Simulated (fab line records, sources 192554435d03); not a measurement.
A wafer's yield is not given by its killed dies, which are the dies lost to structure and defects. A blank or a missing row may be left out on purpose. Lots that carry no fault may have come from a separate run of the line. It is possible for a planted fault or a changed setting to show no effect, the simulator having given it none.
fab line records	flow n5_finfet	part 1 of 2: steps 1 to 20 of 30
record: lots: 5	wafers: 15	last_day: 20
route steps=1938 shown MOL_CONTACT_COAG@536
lots untouched by any fault: they come from a run of this same line in which no faults occurred
start_h: hours from the record's first day to the start of the lot's first wafer shown	wait_h: hours since the lot's step before	" repeats the value in the row above	L1.1+2: a row that stands for several wafers	- no value present, or no start provided	* or withheld: withheld	< > ~ a bound
route shown NAME@n: names a module that has steps shown in the file, with the first one's number in the route	usual: the fault-free wafers' mean and standard deviation	same: alike in all rows	chamber/n: place in a boat	sites: readings site by site	_std_site: standard deviation across them	_edge_site: mean of outer sites minus mean of inner sites	radius_mm: for every site, how far away it sits from the centre of the wafer	mask NAME#n: copy n	behind: the last tool/chamber to shape the wafer	hold: reason for holding the lot/hours on hold/outcome of the hold	device: names the non-switching transistor (n, p or np)	end of line: tests of these same wafers at the route's end	step lacking rows: just its recipe	killed: the dies lost at the first sort to structure and to defects; this is not the yield of the wafer	map: a wafer's dies, x killed, . not, _ none there
set.NAME: the setting as run; set.NAME@STEP: as run at that earlier step	model.NAME: the simulator's own value behind a step, which no gauge read
lots at selected steps of the route; one table per step, one row per wafer
services: a tool's chamber out of use, with start hour (start_h, from the record's first day; less than 0 if before it), hours out, and reason
== steps ==
step: N5_MOL_CONTACT_COAG_STRIP_109
recipe: chemistry: C4F6/O2	resist: SiARC	rf_frequency_hz: 6e+07
lot.wafer	tool	chamber	start_h	wait_h
L075.1+2+5	rie_diel-03	0,1,0	93.93	0.0
L083.2+3+6	rie_diel-03	1,2,0	143.58	0.0
L085.2+3+6	rie_diel-02	2,3,0	154.94	0.0
L087.4+5+6	rie_diel-05	3,2,1	171.68	0.0
L096.1+2+6	rie_diel-05	3,1,1	220.21	0.0
step: N5_MOL_CONTACT_COAG_ETCH_15
recipe: chemistry: CH3F/O2	target: SiNx	target_depth_a: 70	mask_material: SOC	stop_on: Si:P	over_etch_frac: 0.75	ion_energy_ev: 120	pressure_mtorr: 30	source_w: 395	bias_w: 73	Ar_flow_sccm: 150	CH3F_flow_sccm: 30	O2_flow_sccm: 20
usual: bias_w: 73.01/0.22	drypump_motor_current_A: 5.8/0.56	oes_o_777_au: 0.79/0.092	oes_product_au: 0.58/0.065	rf_vpp_V: 298/6.7	showerhead_plenum_p_Torr: 1.99/0.08	throttle_valve_pct: 16.26/0.24
lot.wafer	tool	chamber	start_h	wait_h	bias_w	drypump_motor_current_A	oes_o_777_au	oes_product_au	rf_hours_counter_h	rf_vpp_V	showerhead_plenum_p_Torr	throttle_valve_pct
L075.1	rie_diel-03	0	93.94	0.0	73.00	5.0	0.71	0.54	179	314	1.99	16.06
L075.2	"	1	"	"	73.27	6.3	0.93	0.67	21	291	1.95	16.39
L075.5	"	0	"	"	72.74	5.0	0.71	0.54	-	313	1.99	16.06
L083.2	rie_diel-03	1	143.59	0.0	72.83	6.3	0.90	0.65	38	290	1.95	16.44
L083.3	"	2	"	"	73.26	5.7	0.67	0.48	248	297	1.89	16.60
L083.6	"	0	"	"	73.17	5.0	0.69	0.52	-	314	1.98	16.09
L085.2	rie_diel-02	2	154.95	0.0	72.98	6.5	0.76	0.57	139	306	1.91	16.22
L085.3	"	3	"	"	73.10	6.8	0.86	0.59	65	298	2.11	16.35
L085.6	"	0	"	"	73.15	5.3	0.83	0.64	-	301	2.14	16.40
L087.4	rie_diel-05	3	171.69	0.0	73.06	5.3	0.75	0.53	183	292	1.99	16.14
L087.5	"	2	"	"	72.69	5.8	0.84	0.61	-	296	2.01	15.89
L087.6	"	1	"	"	72.84	5.1	0.71	0.53	-	295	1.97	16.18
L096.1	rie_diel-05	3	220.22	0.0	72.81	5.3	0.73	0.53	203	292	1.99	16.17
L096.2	"	1	"	"	72.94	5.2	0.70	0.52	228	295	1.97	16.22
L096.6	"	1	"	"	72.95	5.2	0.70	0.51	-	295	1.97	16.22
step: N5_MOL_CONTACT_COAG_ETCH_110
recipe: chemistry: CF4/O2	target: Si	target_depth_a: 25	time_s: 8	pressure_mtorr: 100	source_w: 200	bias_w: 12	ion_energy_ev: 60	Ar_flow_sccm: 100	cf4_flow_sccm: 100	O2_flow_sccm: 10
usual: bias_w: 12.00/0.033	drypump_motor_current_A: 5.8/0.56	oes_o_777_au: 0.79/0.092	oes_product_au: 0.79/0.093	rf_vpp_V: 128/3.4	showerhead_plenum_p_Torr: 2.21/0.081	throttle_valve_pct: 10.67/0.25
lot.wafer	tool	chamber	start_h	wait_h	bias_w	drypump_motor_current_A	oes_o_777_au	oes_product_au	rf_hours_counter_h	rf_vpp_V	showerhead_plenum_p_Torr	throttle_valve_pct
L075.1	rie_diel-03	0	94.00	0.0	12.00	5.0	0.71	0.72	179	136	2.21	10.58
L075.2	"	1	"	"	12.02	6.3	0.93	0.93	21	124	2.17	10.66
L075.5	"	0	"	"	12.01	5.0	0.70	0.72	-	137	2.21	10.60
L083.2	rie_diel-03	1	143.65	0.0	12.04	6.3	0.89	0.89	38	123	2.17	10.69
L083.3	"	2	"	"	12.01	5.7	0.68	0.66	248	130	2.11	11.12
L083.6	"	0	"	"	12.02	5.0	0.70	0.71	-	135	2.20	10.65
L085.2	rie_diel-02	2	155.01	0.0	11.97	6.5	0.77	0.77	139	131	2.12	10.66
L085.3	"	3	"	"	12.05	6.8	0.88	0.84	65	127	2.33	10.67
L085.6	"	0	"	"	11.99	5.3	0.85	0.86	-	129	2.36	10.61
L087.4	rie_diel-05	3	171.75	0.0	12.03	5.3	0.74	0.73	183	125	2.21	10.66
L087.5	"	2	"	"	12.05	5.8	0.86	0.84	-	126	2.24	10.33
L087.6	"	1	"	"	12.01	5.1	0.72	0.71	-	126	2.19	10.73
L096.1	rie_diel-05	3	220.28	0.0	11.98	5.3	0.73	0.71	203	124	2.21	10.70
L096.2	"	1	"	"	12.02	5.1	0.70	0.69	228	126	2.19	10.80
L096.6	"	1	"	"	11.97	5.2	0.71	0.70	-	126	2.19	10.79
step: N5_MOL_CONTACT_COAG_STRIP_98
recipe: chemistry: N2/H2	power_w: 500	temp_c: 40	pressure_mtorr: 50	rf_frequency_hz: 6e+07	overash_fraction: 0.3	bias_power_w: 8	h2_frac: 0.5	n2_flow_sccm: 300	h2_flow_sccm: 300
usual: drypump_motor_current_A: 5.8/0.56	oes_product_au: 0.79/0.093	rf_vpp_V: 54.3/1.6	showerhead_plenum_p_Torr: 3.35/0.13	throttle_valve_pct: 18.9/0.32
lot.wafer	tool	chamber	start_h	wait_h	drypump_motor_current_A	oes_product_au	rf_hours_counter_h	rf_vpp_V	showerhead_plenum_p_Torr	throttle_valve_pct
L075.1	rie_diel-03	0	94.05	0.0	5.0	0.73	179	54.1	3.33	18.9
L075.2	"	1	"	"	6.3	0.92	21	53.7	3.31	19.1
L075.5	"	0	"	"	5.0	0.72	-	54.3	3.33	18.9
L083.2	rie_diel-03	1	143.70	0.0	6.3	0.89	38	54.1	3.30	19.1
L083.3	"	2	"	"	5.7	0.65	248	52.3	3.16	18.9
L083.6	"	0	"	"	5.0	0.71	-	52.2	3.32	18.9
L085.2	rie_diel-02	2	155.06	0.0	6.5	0.78	139	56.4	3.24	18.9
L085.3	"	3	"	"	6.9	0.81	65	55.0	3.56	19.3
L085.6	"	0	"	"	5.3	0.86	-	55.6	3.56	18.8
L087.4	rie_diel-05	3	171.80	0.0	5.3	0.74	183	53.8	3.37	19.1
L087.5	"	2	"	"	5.8	0.84	-	54.1	3.39	18.3
L087.6	"	1	"	"	5.1	0.73	-	56.6	3.32	18.4
L096.1	rie_diel-05	3	220.33	0.0	5.3	0.71	203	55.6	3.36	19.1
L096.2	"	1	"	"	5.1	0.70	228	54.7	3.31	18.4
L096.6	"	1	"	"	5.1	0.70	-	51.3	3.31	18.4
step: N5_MOL_CONTACT_COAG_CD_MEAS_99
recipe: target_cd_nm: 17.2	polarity: opening
usual: cd_nm: 17.2/0.37
lot.wafer	tool	chamber	start_h	wait_h	cd_nm
L075.1	cd_sem-02	-	94.13	-	16.8
L075.2	"	-	"	"	17.7
L075.5	"	-	"	"	16.9
L083.2	cd_sem-01	-	143.77	-	17.9
L083.3	"	-	"	"	16.9
L083.6	"	-	"	"	17.3
L085.2	cd_sem-03	-	155.13	-	16.3
L085.3	"	-	"	"	17.4
L085.6	"	-	"	"	17.1
L087.4	cd_sem-01	-	171.87	-	17.4
L087.5	"	-	"	"	17.2
L087.6	"	-	"	"	17.3
L096.1	cd_sem-01	-	220.40	-	18.0
L096.2	"	-	"	"	17.7
L096.6	"	-	"	"	17.2
step: N5_MOL_CONTACT_COAG_IMPLANT_129
recipe: species: Ge	energy_kev: 3	dose_cm2: 6e+14	tilt_deg: 0	rotation_deg: 0
usual: rotation_deg: -0.002/0.018
lot.wafer	tool	chamber	start_h	wait_h	rotation_deg
L075.1	implanter-01	0	94.16	0.0	-0.022
L075.2	"	0	"	"	0.028
L075.5	"	0	"	"	0.027
L083.2	implanter-01	0	143.83	0.1	-0.017
L083.3	"	0	"	"	-0.026
L083.6	"	0	"	"	-0.009
L085.2	implanter-01	0	155.19	0.1	-0.004
L085.3	"	0	"	"	-0.024
L085.6	"	0	"	"	0.003
L087.4	implanter-02	0	171.99	0.1	0.009
L087.5	"	0	"	"	-0.005
L087.6	"	0	"	"	-0.018
L096.1	implanter-01	0	220.43	0.0	-0.006
L096.2	"	0	"	"	-0.016
L096.6	"	0	"	"	0.001
step: N5_MOL_CONTACT_COAG_PRECLEAN_111
recipe: chemistry: NF3:NH3	afs_cycles: 1	temp_c: 30	time_s: 20	sublimation_temp_c: 180	sublimation_time_s: 60	pressure_torr: 3	rf_power_w: 30
lot.wafer	tool	chamber	start_h	wait_h
L075.1+2+5	remote_plasma-01	1	94.38	0.2
L083.2+3+6	remote_plasma-01	0	144.07	0.2
L085.2+3+6	remote_plasma-02	0	155.59	0.4
L087.4+5+6	remote_plasma-01	1	172.24	0.2
L096.1+2+6	remote_plasma-02	0	220.65	0.2
step: N5_MOL_CONTACT_COAG_TI_SIL_19
recipe: material: Ti	target_thk_a: 42	temp_c: 200	chamber_pressure_pa: 5	power_w: 5000	time_s: 15
usual: throttle_valve_pct: 29.8/0.91
lot.wafer	tool	chamber	start_h	wait_h	throttle_valve_pct
L075.1	pvd_sputter-01	-	94.74	0.3	28.6
L075.2	"	-	"	"	30.9
L075.5	"	-	"	"	28.9
L083.2	pvd_sputter-03	-	144.35	0.2	30.5
L083.3	"	-	"	"	29.9
L083.6	"	-	"	"	28.5
L085.2	pvd_sputter-01	-	155.96	0.3	31.2
L085.3	"	-	"	"	28.8
L085.6	"	-	"	"	29.5
L087.4	pvd_sputter-03	-	174.77	2.5	30.4
L087.5	"	-	"	"	30.7
L087.6	"	-	"	"	30.3
L096.1	pvd_sputter-02	-	220.92	0.2	30.4
L096.2	"	-	"	"	28.9
L096.6	"	-	"	"	30.6
step: N5_MOL_CONTACT_COAG_ALD_20
recipe: material: TiN	target_thk_a: 15	temp_c: 400	ald_precursor_family: TiCl4	ald_co_reactant: NH3	pulse_time_s: 1	purge_time_s: 3	co_reactant_purge_time_s: 2	co_reactant_pulse_time_s: 2	ald_cycles: 68	pressure_torr: 3
usual: heater_power_w: 875/93	precursor_pulse_height_rel: 1.000/0.018
lot.wafer	tool	chamber	start_h	wait_h	heater_power_w	precursor_pulse_height_rel
L075.1	ald_metal-04	2	94.86	0.1	856	0.984
L075.2	"	0	"	"	876	0.985
L075.5	"	1	"	"	820	1.018
L083.2	ald_metal-03	2	144.47	0.1	656	0.991
L083.3	"	1	"	"	922	0.995
L083.6	"	2	"	"	651	1.025
L085.2	ald_metal-02	1	156.08	0.1	1016	0.984
L085.3	"	3	"	"	933	0.976
L085.6	"	0	"	"	846	0.994
L087.4	ald_metal-04	2	174.89	0.1	862	1.031
L087.5	"	3	"	"	927	0.984
L087.6	"	0	"	"	913	1.005
L096.1	ald_metal-03	0	221.05	0.1	1018	1.000
L096.2	"	2	"	"	658	1.009
L096.6	"	1	"	"	913	1.003
step: N5_MOL_CONTACT_COAG_SIL_ANNEAL_21
recipe: temp_c: 550	time_s: 60	ambient: N2
usual: lamp_power_pct: 6.7/0.93	lamp_zone_2_pct: 6.7/0.93	lamp_zone_5_pct: 6.7/0.93	lamp_zone_7_pct: 7.1/0.97	wafer_temp_C_max: 552.2/0.47
lot.wafer	tool	chamber	start_h	wait_h	lamp_power_pct	lamp_zone_2_pct	lamp_zone_5_pct	lamp_zone_7_pct	wafer_temp_C_max
L075.1	rtp_anneal-02	0	95.27	0.2	7.7	7.7	7.8	8.1	552.7
L075.2	"	0	"	"	7.7	7.7	7.8	8.1	552.4
L075.5	"	0	"	"	7.7	7.7	7.8	8.2	552.2
L083.2	rtp_anneal-01	0	144.93	0.3	5.9	5.9	5.9	6.2	552.8
L083.3	"	0	"	"	5.9	5.9	5.9	6.2	552.4
L083.6	"	0	"	"	5.9	5.9	5.9	6.2	551.8
L085.2	rtp_anneal-01	0	156.48	0.2	5.9	5.9	5.9	6.2	552.4
L085.3	"	0	"	"	5.9	5.9	5.9	6.2	552.3
L085.6	"	0	"	"	5.9	5.9	5.9	6.2	552.8
L087.4	rtp_anneal-02	0	175.36	0.3	7.7	7.7	7.8	8.1	551.9
L087.5	"	0	"	"	7.7	7.7	7.7	8.1	551.8
L087.6	"	0	"	"	7.7	7.7	7.7	8.1	552.3
L096.1	rtp_anneal-02	0	221.63	0.4	7.7	7.8	7.7	8.1	552.6
L096.2	"	0	"	"	7.7	7.7	7.8	8.1	551.7
L096.6	"	0	"	"	7.7	7.7	7.8	8.1	552.1
step: N5_MOL_CONTACT_COAG_PRE_CLEAN_141
recipe: gas: H2/He	time_s: 60	temp_c: 300
usual: heater_power_w: 474/36
lot.wafer	tool	chamber	start_h	wait_h	heater_power_w
L075.1	pvd_sputter-03	-	96.90	1.6	562
L075.2	"	-	"	"	493
L075.5	"	-	"	"	566
L083.2	pvd_sputter-02	-	146.90	1.9	499
L083.3	"	-	"	"	525
L083.6	"	-	"	"	526
L085.2	pvd_sputter-02	-	160.03	3.5	516
L085.3	"	-	"	"	449
L085.6	"	-	"	"	497
L087.4	pvd_sputter-02	-	176.10	0.7	439
L087.5	"	-	"	"	446
L087.6	"	-	"	"	525
L096.1	pvd_sputter-02	-	222.56	0.9	449
L096.2	"	-	"	"	448
L096.6	"	-	"	"	444
step: N5_MOL_CONTACT_COAG_SPUTTER_143
recipe: material: Co	target_thk_a: 25	temp_c: 25	chamber_pressure_pa: 0.2
usual: throttle_valve_pct: 29.8/0.91
lot.wafer	tool	chamber	start_h	wait_h	throttle_valve_pct
L075.1	pvd_sputter-03	-	96.97	0.0	30.6
L075.2	"	-	"	"	28.8
L075.5	"	-	"	"	30.7
L083.2	pvd_sputter-02	-	146.96	0.0	30.5
L083.3	"	-	"	"	29.2
L083.6	"	-	"	"	29.2
L085.2	pvd_sputter-02	-	160.09	0.0	29.2
L085.3	"	-	"	"	29.4
L085.6	"	-	"	"	30.7
L087.4	pvd_sputter-02	-	176.16	0.0	30.4
L087.5	"	-	"	"	30.8
L087.6	"	-	"	"	29.3
L096.1	pvd_sputter-02	-	222.62	0.0	30.3
L096.2	"	-	"	"	29.4
L096.6	"	-	"	"	29.4
step: N5_MOL_CONTACT_COAG_CO_FILL_22
recipe: material: Co	target_thk_a: 200	temp_c: 200	precursor: CCTBA/H2	pressure_torr: 30
usual: heater_power_w: 224/20
lot.wafer	tool	chamber	start_h	wait_h	heater_power_w
L075.1	cvd_co-01	0	97.10	0.1	241
L075.2	"	1	"	"	245
L075.5	"	2	"	"	214
L083.2	cvd_co-01	0	147.08	0.1	241
L083.3	"	2	"	"	215
L083.6	"	2	"	"	216
L085.2	cvd_co-01	2	160.21	0.1	215
L085.3	"	0	"	"	244
L085.6	"	2	"	"	216
L087.4	cvd_co-01	2	176.57	0.4	217
L087.5	"	0	"	"	240
L087.6	"	1	"	"	218
L096.1	cvd_co-02	0	222.75	0.1	194
L096.2	"	1	"	"	250
L096.6	"	1	"	"	246
step: N5_MOL_CONTACT_COAG_ANNEAL_113
recipe: temp_c: 400	time_s: 300	ambient: H2/N2
usual: lamp_power_pct: 2.9/0.39	lamp_zone_2_pct: 2.9/0.39	lamp_zone_5_pct: 2.9/0.39	lamp_zone_7_pct: 3.0/0.41	wafer_temp_C_max: 401.6/0.41
lot.wafer	tool	chamber	start_h	wait_h	lamp_power_pct	lamp_zone_2_pct	lamp_zone_5_pct	lamp_zone_7_pct	wafer_temp_C_max
L075.1	rtp_anneal-02	0	97.72	0.3	3.3	3.3	3.3	3.5	401.0
L075.2	"	0	"	"	3.3	3.3	3.3	3.5	401.2
L075.5	"	0	"	"	3.3	3.3	3.3	3.5	401.3
L083.2	rtp_anneal-01	0	147.89	0.5	2.5	2.5	2.5	2.7	401.8
L083.3	"	0	"	"	2.5	2.5	2.5	2.7	401.4
L083.6	"	0	"	"	2.5	2.5	2.5	2.7	402.6
L085.2	rtp_anneal-01	0	160.98	0.5	2.5	2.5	2.5	2.7	401.6
L085.3	"	0	"	"	2.5	2.5	2.5	2.7	401.7
L085.6	"	0	"	"	2.5	2.5	2.5	2.7	402.0
L087.4	rtp_anneal-02	0	177.48	0.6	3.3	3.3	3.3	3.5	401.0
L087.5	"	0	"	"	3.3	3.3	3.3	3.5	401.4
L087.6	"	0	"	"	3.3	3.3	3.3	3.5	401.4
L096.1	rtp_anneal-01	0	223.65	0.6	2.5	2.5	2.5	2.7	401.7
L096.2	"	0	"	"	2.5	2.5	2.5	2.7	402.3
L096.6	"	0	"	"	2.5	2.5	2.5	2.7	402.4
step: N5_MOL_CONTACT_COAG_PRE_CLEAN_142
recipe: gas: H2/He	time_s: 60	temp_c: 300
usual: heater_power_w: 475/38
lot.wafer	tool	chamber	start_h	wait_h	heater_power_w
L075.1	pvd_sputter-01	-	98.98	1.1	483
L075.2	"	-	"	"	455
L075.5	"	-	"	"	427
L083.2	pvd_sputter-03	-	150.49	2.5	437
L083.3	"	-	"	"	487
L083.6	"	-	"	"	472
L085.2	pvd_sputter-01	-	163.38	2.3	449
L085.3	"	-	"	"	479
L085.6	"	-	"	"	477
L087.4	pvd_sputter-02	-	179.78	2.2	479
L087.5	"	-	"	"	488
L087.6	"	-	"	"	452
L096.1	pvd_sputter-02	-	225.54	1.7	495
L096.2	"	-	"	"	533
L096.6	"	-	"	"	507
step: N5_MOL_CONTACT_COAG_SPUTTER_130
recipe: material: Co	target_thk_a: 475	temp_c: 25	chamber_pressure_pa: 0.5	power_w: 3000
usual: throttle_valve_pct: 29.8/0.89
lot.wafer	tool	chamber	start_h	wait_h	throttle_valve_pct
L075.1	pvd_sputter-01	-	99.04	0.0	31.2
L075.2	"	-	"	"	29.3
L075.5	"	-	"	"	28.8
L083.2	pvd_sputter-03	-	150.55	0.0	30.0
L083.3	"	-	"	"	28.5
L083.6	"	-	"	"	30.1
L085.2	pvd_sputter-01	-	163.44	0.0	28.8
L085.3	"	-	"	"	31.1
L085.6	"	-	"	"	28.9
L087.4	pvd_sputter-02	-	179.84	0.0	30.5
L087.5	"	-	"	"	30.6
L087.6	"	-	"	"	30.1
L096.1	pvd_sputter-02	-	225.60	0.0	30.9
L096.2	"	-	"	"	29.2
L096.6	"	-	"	"	30.7
step: N5_MOL_CONTACT_COAG_PRECLEAN_125
recipe: chemistry: DIW	time_s: 57.5	temp_c: 23
usual: bath_heat_duty_pct: 3.7/0.55
lot.wafer	tool	chamber	start_h	wait_h	bath_heat_duty_pct
L075.1	wet_bench-04	6	99.17	0.1	4.5
L075.2	"	4	"	"	4.3
L075.5	"	1	"	"	3.1
L083.2	wet_bench-04	6	150.68	0.1	3.7
L083.3	"	1	"	"	3.1
L083.6	"	4	"	"	4.0
L085.2	wet_bench-01	3	163.57	0.1	4.3
L085.3	"	6	"	"	4.0
L085.6	"	1	"	"	3.2
L087.4	wet_bench-01	4	179.97	0.1	3.6
L087.5	"	2	"	"	3.5
L087.6	"	3	"	"	3.2
L096.1	wet_bench-04	1	225.73	0.1	4.0
L096.2	"	3	"	"	3.6
L096.6	"	7	"	"	3.8
step: N5_MOL_CONTACT_COAG_SRD_126
recipe: dry_time_s: 32	dry: n2_spin	spin_rpm: 1500
lot.wafer	tool	chamber	start_h	wait_h
L075.1+2+5	wet_bench-04	6,4,1	99.19	0.0
L083.2+3+6	wet_bench-04	6,1,4	150.70	0.0
L085.2+3+6	wet_bench-01	3,6,1	163.59	0.0
L087.4+5+6	wet_bench-01	4,2,3	179.99	0.0
L096.1+2+6	wet_bench-04	1,3,7	225.75	0.0
step: N5_MOL_CONTACT_COAG_CMP_23
recipe: stop_on: SiO2	t_overpolish_s: 1.5	post_cmp_clean: cu_alkaline	down_force_psi: 2	platen_rpm: 50.289	pad_velocity_m_s: 1.0006	target_thk_nm: 0
usual: motor_current_A: 7.7/0.95	overpolish_run_s: 1.500/0.0094	platen_rpm: 50.287/0.028	time_to_endpoint_s: 9.4/2.2
lot.wafer	tool	chamber	start_h	wait_h	motor_current_A	overpolish_run_s	platen_rpm	time_to_endpoint_s
L075.2	cmp-04	1	99.29	0.1	7.3	1.498	50.223	12.5
L075.1	"	2	"	"	7.0	1.508	50.268	15.4
L075.5	"	0	"	"	8.5	1.486	50.328	7.5
L083.3	cmp-02	2	150.81	0.1	8.2	1.507	50.243	10.2
L083.2	"	3	"	"	7.0	1.511	50.284	7.2
L083.6	"	1	"	"	6.9	1.492	50.294	8.0
L085.3	cmp-02	0	163.62	0.0	8.4	1.514	50.310	10.3
L085.2	"	2	"	"	8.1	1.497	50.280	13.2
L085.6	"	1	"	"	6.5	1.488	50.321	8.5
L087.4	cmp-04	2	180.06	0.1	7.4	1.504	50.290	12.9
L087.5	"	1	"	"	6.9	1.507	50.295	11.9
L087.6	"	2	"	"	7.2	1.503	50.292	14.7
L096.2	cmp-02	0	225.78	0.0	8.0	1.496	50.260	10.2
L096.1	"	1	"	"	7.0	1.497	50.270	9.9
L096.6	"	0	"	"	7.8	1.523	50.273	10.1
step: N5_MOL_CONTACT_COAG_WET_ETCH_26
recipe: target: Co	target_depth_nm: 13
lot.wafer	tool	chamber	start_h	wait_h
L075.1+2+5	wet_bench-04	0,1,2	99.60	0.0
L083.2+3+6	wet_bench-03	3,5,6	151.08	0.0
L085.2+3+6	wet_bench-01	2,3,1	163.97	0.0
L087.4+5+6	wet_bench-01	5,2,0	180.37	0.0
L096.1+2+6	wet_bench-03	6,2,1	226.13	0.0
